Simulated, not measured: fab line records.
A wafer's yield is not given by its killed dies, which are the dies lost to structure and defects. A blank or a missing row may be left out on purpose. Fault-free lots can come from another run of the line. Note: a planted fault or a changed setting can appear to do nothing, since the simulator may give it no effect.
Split-lot study :: flow n5Finfet :: on a route of 1938 steps: 7 lots, 21 wafers read

ABOUT THE SPLIT
At N5_BEOL_M4_ETCH_70 (etches SOC in N2/H2, target depth 80 nm, overetch 24 nm, time 130 s), the setting biasW was moved away from the recipe's 150 W on 7 of the 21 wafers read, by +5.4% to +14.9%. All remaining wafers had this setting at the recipe value.

Reading taken at the split's own step.

THE READING
rfVppV, in V, at N5_BEOL_M4_ETCH_70 (etches SOC in N2/H2, target depth 80 nm, overetch 24 nm, time 130 s). A value of 525.5 V with a standard deviation of 2.2 V is what fault-free wafers of this fab line usually give.

wafer: L074.1
tool, chamber at the split: rieDiel-01, 2
biasW as run, W: 166.8
against the recipe: +11.2%
rfVppV, V: 562.7
against lot-mates on the recipe: +35.1

wafer: L074.5
tool, chamber at the split: rieDiel-01, 3
biasW as run, W: 150
against the recipe: recipe
rfVppV, V: 527.6
against lot-mates on the recipe: -

wafer: L074.6
tool, chamber at the split: rieDiel-01, 2
biasW as run, W: 166.8
against the recipe: +11.2%
rfVppV, V: 562.6
against lot-mates on the recipe: +35.0

wafer: L083.3
tool, chamber at the split: rieDiel-02, 3
biasW as run, W: 150
against the recipe: recipe
rfVppV, V: 525.4
against lot-mates on the recipe: -

wafer: L083.4
tool, chamber at the split: rieDiel-02, 1
biasW as run, W: 150
against the recipe: recipe
rfVppV, V: 525.9
against lot-mates on the recipe: -

wafer: L083.5
tool, chamber at the split: rieDiel-02, 1
biasW as run, W: 150
against the recipe: recipe
rfVppV, V: 526.8
against lot-mates on the recipe: -

wafer: L090.2
tool, chamber at the split: rieDiel-01, 0
biasW as run, W: 150
against the recipe: recipe
rfVppV, V: 526.8
against lot-mates on the recipe: -

wafer: L090.3
tool, chamber at the split: rieDiel-01, 1
biasW as run, W: 150
against the recipe: recipe
rfVppV, V: 523.7
against lot-mates on the recipe: -

wafer: L090.6
tool, chamber at the split: rieDiel-01, 1
biasW as run, W: 150
against the recipe: recipe
rfVppV, V: 524.0
against lot-mates on the recipe: -

wafer: L094.1
tool, chamber at the split: rieDiel-02, 1
biasW as run, W: 150
against the recipe: recipe
rfVppV, V: 525.3
against lot-mates on the recipe: -

wafer: L094.3
tool, chamber at the split: rieDiel-02, 2
biasW as run, W: 150
against the recipe: recipe
rfVppV, V: 524.3
against lot-mates on the recipe: -

wafer: L094.4
tool, chamber at the split: rieDiel-02, 0
biasW as run, W: 172.3
against the recipe: +14.9%
rfVppV, V: 573.1
against lot-mates on the recipe: +48.3

wafer: L096.1
tool, chamber at the split: rieDiel-01, 1
biasW as run, W: 158.1
against the recipe: +5.4%
rfVppV, V: 539.8
against lot-mates on the recipe: +11.9

wafer: L096.2
tool, chamber at the split: rieDiel-01, 3
biasW as run, W: 158.1
against the recipe: +5.4%
rfVppV, V: 544.6
against lot-mates on the recipe: +16.7

wafer: L096.6
tool, chamber at the split: rieDiel-01, 3
biasW as run, W: 150
against the recipe: recipe
rfVppV, V: 527.9
against lot-mates on the recipe: -

wafer: L095.1
tool, chamber at the split: rieDiel-01, 1
biasW as run, W: 170.4
against the recipe: +13.6%
rfVppV, V: 565.5
against lot-mates on the recipe: +38.4

wafer: L095.3
tool, chamber at the split: rieDiel-01, 0
biasW as run, W: 170.4
against the recipe: +13.6%
rfVppV, V: 571.2
against lot-mates on the recipe: +44.1

wafer: L095.5
tool, chamber at the split: rieDiel-01, 3
biasW as run, W: 150
against the recipe: recipe
rfVppV, V: 527.1
against lot-mates on the recipe: -

wafer: L097.1
tool, chamber at the split: rieDiel-02, 2
biasW as run, W: 150
against the recipe: recipe
rfVppV, V: 525.1
against lot-mates on the recipe: -

wafer: L097.3
tool, chamber at the split: rieDiel-02, 3
biasW as run, W: 150
against the recipe: recipe
rfVppV, V: 526.5
against lot-mates on the recipe: -

wafer: L097.5
tool, chamber at the split: rieDiel-02, 3
biasW as run, W: 150
against the recipe: recipe
rfVppV, V: 525.1
against lot-mates on the recipe: -

THE FIT
A straight line over all 21 wafers: rfVppV changes by +3.18 V for each +1% of biasW; r = +1.00; the points scatter about the line by 1.7 V.
The same after taking each lot's own level away (the mean of its wafers on the recipe; 21 wafers): +3.1 V for each +1%; r = +1.00; scatter 1.7 V.
The reading moves by 46 V for the largest change in biasW, on that fit.
From 524.80 to 527.90 V: that is the span of the lots' own levels, equal to 1.4 times the standard deviation above.
So the lot-to-lot level changes the slope little: the two slopes agree.
Check: +45.2 V against its lot-mates is what the line predicts for one of the wafers moved furthest among these (+14.9%) when that wafer is left out of the fit. Against them it came out at +48.3 V.
Tool readings at the split's step, against how far the setting was moved: rfVppV r = +1.00.

THE OTHER SPLITS THESE WAFERS WENT THROUGH
Other splits were also applied to these wafers ahead of the reading. Each is held against what the fit with the lots' levels taken away leaves over:
other split on the same wafers: N5_BEOL_M0_SAQP_SPACER2_ALD_26 targetThkA
wafers away from the commonest value: 7
r with rfVppV (lot level and that fit taken away): -0.48

other split on the same wafers: N5_BEOL_M1_PECVD_72 timeS
wafers away from the commonest value: 11
r with rfVppV (lot level and that fit taken away): -0.16

other split on the same wafers: N5_BEOL_M1_COAT_61 spinRpm
wafers away from the commonest value: 9
r with rfVppV (lot level and that fit taken away): -0.19

other split on the same wafers: N5_BEOL_M2_COAT_67 spinRpm
wafers away from the commonest value: 8
r with rfVppV (lot level and that fit taken away): -0.11

other split on the same wafers: N5_BEOL_M2_COAT_76 timeS
wafers away from the commonest value: 8
r with rfVppV (lot level and that fit taken away): -0.46

other split on the same wafers: N5_BEOL_M3_COAT_22 spinRpm
wafers away from the commonest value: 8
r with rfVppV (lot level and that fit taken away): -0.26

other split on the same wafers: N5_BEOL_M3_DEP_57 timeS
wafers away from the commonest value: 7
r with rfVppV (lot level and that fit taken away): -0.30

other split on the same wafers: N5_BEOL_M4_ILD_DEP_00 timeS
wafers away from the commonest value: 11
r with rfVppV (lot level and that fit taken away): +0.01

THE WHOLE CHAIN: every reading that the file lists as answering this split, in the file's order
step: N5_BEOL_M4_ETCH_70
what it does: etches SOC in N2/H2, target depth 80 nm, overetch 24 nm, time 130 s
reading: rfVppV
change (the file's fit): +3.12 V for each +1% of the setting
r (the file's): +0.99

step: N5_BEOL_M4_ETCH_70
what it does: etches SOC in N2/H2, target depth 80 nm, overetch 24 nm, time 130 s
reading: SiARC_of_BEOL_M4_COAT_68.thkNm (the simulator's own value, which no gauge read)
change (the file's fit): -0.0705 nm for each +1% of the setting
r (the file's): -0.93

FILE'S OWN FIT
rfVppV changes by +3.12 V for each +1% of biasW, r = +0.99.
